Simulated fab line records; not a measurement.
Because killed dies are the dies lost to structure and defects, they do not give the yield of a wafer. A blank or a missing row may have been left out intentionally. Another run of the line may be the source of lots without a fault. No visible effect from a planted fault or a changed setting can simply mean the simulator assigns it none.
What tool caused it? + flow n5_finfet + 10 lots, 30 wafers sampled, at 4 steps of a route of 1938

WHAT THE GAUGES SHOWED, per wafer
N5_BEOL_M4_RC_MEAS_101.
| lot  | measured     | on        | DIBL_N (mV/V)  | DIBL_P (mV/V)  | EOT_N             | EOT_P             | IGATE_N (nA/um)      | IGATE_P (nA/um)      | IOFF_N (nA/um) | IOFF_P (nA/um) | ION_N (uA/um) | ION_P (uA/um) | SS_N (mV/dec)  | SS_P (mV/dec)  | VT_N (mV)   | VT_P (mV)      |
|------|--------------|-----------|----------------|----------------|-------------------|-------------------|----------------------|----------------------|----------------|----------------|---------------|---------------|----------------|----------------|-------------|----------------|
| L709 | day 7 19:43  | prober-02 | 40.0 36.8 42.1 | 39.1 35.1 40.9 | 10.53 10.44 10.52 | 10.41 10.36 10.56 | 0.0133 0.0148 0.0126 | 0.0040 0.0044 0.0038 | 0.22 0.16 0.27 | 0.33 0.23 0.35 | 686 680 691   | 470 469 472   | 71.7 71.4 72.3 | 73.7 73.0 74.2 | 242 249 243 | -242 -248 -241 |
| L711 | day 8 21:56  | prober-02 | 33.6 32.9 37.0 | 32.9 33.4 36.0 | 10.61 10.60 10.63 | 10.48 10.60 10.54 | 0.0103 0.0110 0.0107 | 0.0032 0.0034 0.0033 | 0.12 0.12 0.18 | 0.20 0.20 0.24 | 655 667 675   | 456 469 464   | 71.0 70.7 71.3 | 73.3 72.9 73.5 | 252 255 247 | -247 -248 -249 |
| L712 | day 8 21:13  | prober-01 | 37.0 32.8 34.7 | 38.6 32.4 35.2 | 10.40 10.53 10.36 | 10.51 10.38 10.41 | 0.0137 0.0144 0.0138 | 0.0042 0.0044 0.0042 | 0.17 0.09 0.12 | 0.24 0.14 0.18 | 697 651 666   | 480 450 459   | 71.6 71.4 71.6 | 72.8 71.4 72.1 | 247 259 253 | -249 -254 -249 |
| L714 | day 9 03:22  | prober-02 | 39.0 40.6 37.3 | 39.4 43.2 38.2 | 10.57 10.61 10.65 | 10.49 10.61 10.56 | 0.0112 0.0100 0.0109 | 0.0033 0.0029 0.0032 | 0.20 0.26 0.17 | 0.25 0.31 0.22 | 681 693 698   | 464 473 469   | 71.6 72.8 72.0 | 74.0 74.9 73.0 | 247 243 248 | -249 -248 -251 |
| L717 | day 10 00:09 | prober-02 | 40.4 38.3 38.9 | 39.5 36.6 38.0 | 10.69 10.57 10.49 | 10.54 10.38 10.29 | 0.0103 0.0115 0.0158 | 0.0031 0.0034 0.0047 | 0.25 0.18 0.20 | 0.31 0.26 0.27 | 708 667 701   | 483 464 481   | 72.6 71.1 72.2 | 74.4 73.6 73.5 | 242 246 245 | -243 -245 -245 |
| L719 | day 10 19:53 | prober-01 | 36.9 32.6 36.2 | 38.9 32.7 38.4 | 10.55 10.54 10.55 | 10.49 10.40 10.50 | 0.0114 0.0117 0.0121 | 0.0034 0.0036 0.0036 | 0.18 0.11 0.19 | 0.25 0.16 0.25 | 673 675 692   | 462 461 472   | 72.5 70.8 72.3 | 73.3 72.4 73.1 | 247 258 246 | -249 -254 -246 |
| L724 | day 11 22:19 | prober-01 | 41.3 36.2 35.9 | 41.0 35.4 33.3 | 10.61 10.56 10.57 | 10.54 10.49 10.59 | 0.0111 0.0142 0.0120 | 0.0033 0.0043 0.0036 | 0.29 0.17 0.14 | 0.34 0.23 0.19 | 697 689 667   | 476 479 455   | 71.5 71.1 71.7 | 74.8 73.6 72.6 | 239 246 251 | -244 -246 -250 |
| L725 | day 12 05:07 | prober-02 | 36.4 35.0 35.5 | 37.8 36.6 35.0 | 11.83 11.70 10.59 | 11.77 11.65 10.53 | 0.0026 0.0032 0.0125 | 0.0008 0.0010 0.0038 | 0.18 0.17 0.16 | 0.26 0.25 0.21 | 656 666 652   | 454 459 450   | 71.2 71.2 71.8 | 73.9 73.3 73.5 | 248 246 251 | -246 -247 -253 |
| L726 | day 12 06:49 | prober-01 | 38.4 39.5 37.4 | 39.6 41.0 38.9 | 10.56 11.78 10.76 | 10.52 11.63 10.74 | 0.0137 0.0031 0.0104 | 0.0042 0.0009 0.0031 | 0.22 0.24 0.21 | 0.29 0.33 0.28 | 672 682 703   | 459 465 474   | 73.0 71.9 71.7 | 74.3 74.9 74.2 | 248 245 245 | -246 -243 -244 |
| L728 | day 12 10:40 | prober-02 | 39.6 43.9 39.6 | 38.4 43.7 37.2 | 10.66 11.44 11.55 | 10.71 11.18 11.49 | 0.0096 0.0050 0.0036 | 0.0029 0.0015 0.0011 | 0.19 0.29 0.18 | 0.25 0.41 0.22 | 683 670 641   | 464 459 441   | 71.9 73.9 72.3 | 74.1 75.5 73.0 | 248 243 252 | -251 -242 -250 |

WHAT TOOL EACH LOT RAN ON (gives the tool, then ch and the chambers of the sampled wafers, and finally the start)
| lot  | N5_DUMMY_REMOVAL_PRECLEAN_08       | N5_BEOL_M4_SPUTTER_90        | N5_BEOL_M4_SPUTTER_96        |
|------|------------------------------------|------------------------------|------------------------------|
| L709 | remote_plasma-02 ch 1, day 3 23:25 | pvd_sputter-01, day 7 17:58  | pvd_sputter-01, day 7 18:38  |
| L711 | remote_plasma-01 ch 0, day 4 10:35 | pvd_sputter-03, day 8 19:26  | pvd_sputter-03, day 8 20:05  |
| L712 | remote_plasma-01 ch 1, day 4 15:24 | pvd_sputter-02, day 8 19:16  | pvd_sputter-02, day 8 19:55  |
| L714 | remote_plasma-02 ch 0, day 5 04:37 | pvd_sputter-03, day 9 01:32  | pvd_sputter-03, day 9 02:11  |
| L717 | remote_plasma-02 ch 1, day 5 23:07 | pvd_sputter-01, day 9 21:52  | pvd_sputter-01, day 9 22:32  |
| L719 | remote_plasma-01 ch 1, day 6 17:50 | pvd_sputter-02, day 10 17:50 | pvd_sputter-02, day 10 18:30 |
| L724 | remote_plasma-02 ch 1, day 7 17:37 | pvd_sputter-02, day 11 19:46 | pvd_sputter-02, day 11 20:25 |
| L725 | remote_plasma-02 ch 0, day 7 22:07 | pvd_sputter-02, day 12 02:28 | pvd_sputter-02, day 12 03:08 |
| L726 | remote_plasma-02 ch 1, day 8 07:59 | pvd_sputter-02, day 12 04:55 | pvd_sputter-02, day 12 05:34 |
| L728 | remote_plasma-02 ch 1, day 8 19:16 | pvd_sputter-03, day 12 08:36 | pvd_sputter-03, day 12 09:16 |
- N5_DUMMY_REMOVAL_PRECLEAN_08: cleans in NF3:NH3, afs cycles 2, time 20 s, sublimation time 60 s.
- N5_BEOL_M4_SPUTTER_90: material Cu, target thk 4.5 nm, time 8.29 s.
- N5_BEOL_M4_SPUTTER_96: material Cu, target thk 4.5 nm, time 8.29 s.

AS READ BY THE TOOLS THEMSELVES (means over the sampled wafers that have a number; for cases with no such wafer, the mark the record gives instead)
N5_BEOL_M4_SPUTTER_90.
| lot  | tool           | throttle_valve_pct (%) |
|------|----------------|------------------------|
| L709 | pvd_sputter-01 | 30.0                   |
| L711 | pvd_sputter-03 | 29.1                   |
| L712 | pvd_sputter-02 | 30.2                   |
| L714 | pvd_sputter-03 | 29.2                   |
| L717 | pvd_sputter-01 | 30.1                   |
| L719 | pvd_sputter-02 | 29.4                   |
| L724 | pvd_sputter-02 | 29.4                   |
| L725 | pvd_sputter-02 | 29.7                   |
| L726 | pvd_sputter-02 | 30.1                   |
| L728 | pvd_sputter-03 | 29.1                   |

N5_BEOL_M4_SPUTTER_96.
| lot  | tool           | throttle_valve_pct (%) |
|------|----------------|------------------------|
| L709 | pvd_sputter-01 | 30.1                   |
| L711 | pvd_sputter-03 | 29.1                   |
| L712 | pvd_sputter-02 | 30.0                   |
| L714 | pvd_sputter-03 | 29.4                   |
| L717 | pvd_sputter-01 | 30.2                   |
| L719 | pvd_sputter-02 | 29.4                   |
| L724 | pvd_sputter-02 | 29.6                   |
| L725 | pvd_sputter-02 | 29.6                   |
| L726 | pvd_sputter-02 | 30.2                   |
| L728 | pvd_sputter-03 | 29.1                   |

THE ANSWER, worked out from the rows above alone
Rule: the lots themselves supply what counts as usual. Put in order of their means at a reading, lots are off if they are a third of the lots or fewer, leave a main group of 4 or more, and stand apart from it by a gap of 3 or more times the standard deviation of the main group's means; of several such gaps the widest counts. Not used: any main group whose means are identical at the precision the tables above print for the reading. Also off: a lot with no number at a reading for which 4 or more lots have one. The other lots that the step has rows for count as sound. After the gauges, taken in route order, come the tools' own readings; for these a lot's mean is taken, as printed above. At the first step where some lot is off, the reading lying furthest off is the one used; lots without a number count as furthest.
Off: at N5_BEOL_M4_RC_MEAS_101 (EOT_P), L725, L726, L728. The main group: mean 10.48, standard deviation 0.056.
If a tool, at a process step before that reading, ran all the lots that are off and no sound lot after the first of them, it fits. The gauges at N5_BEOL_M4_RC_MEAS_101 are tried like those tools. One fits: N5_DUMMY_REMOVAL_PRECLEAN_08 on remote_plasma-02. A fault onset in the window from L724 (day 7 17:37, its last sound lot) to L725 (day 7 22:07, its first lot off) fits.

WHAT WAS PUT IN BY THE SIMULATOR
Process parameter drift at N5_DUMMY_REMOVAL_PRECLEAN_08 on remote_plasma-02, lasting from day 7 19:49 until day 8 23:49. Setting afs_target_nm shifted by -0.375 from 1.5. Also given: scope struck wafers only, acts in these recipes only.
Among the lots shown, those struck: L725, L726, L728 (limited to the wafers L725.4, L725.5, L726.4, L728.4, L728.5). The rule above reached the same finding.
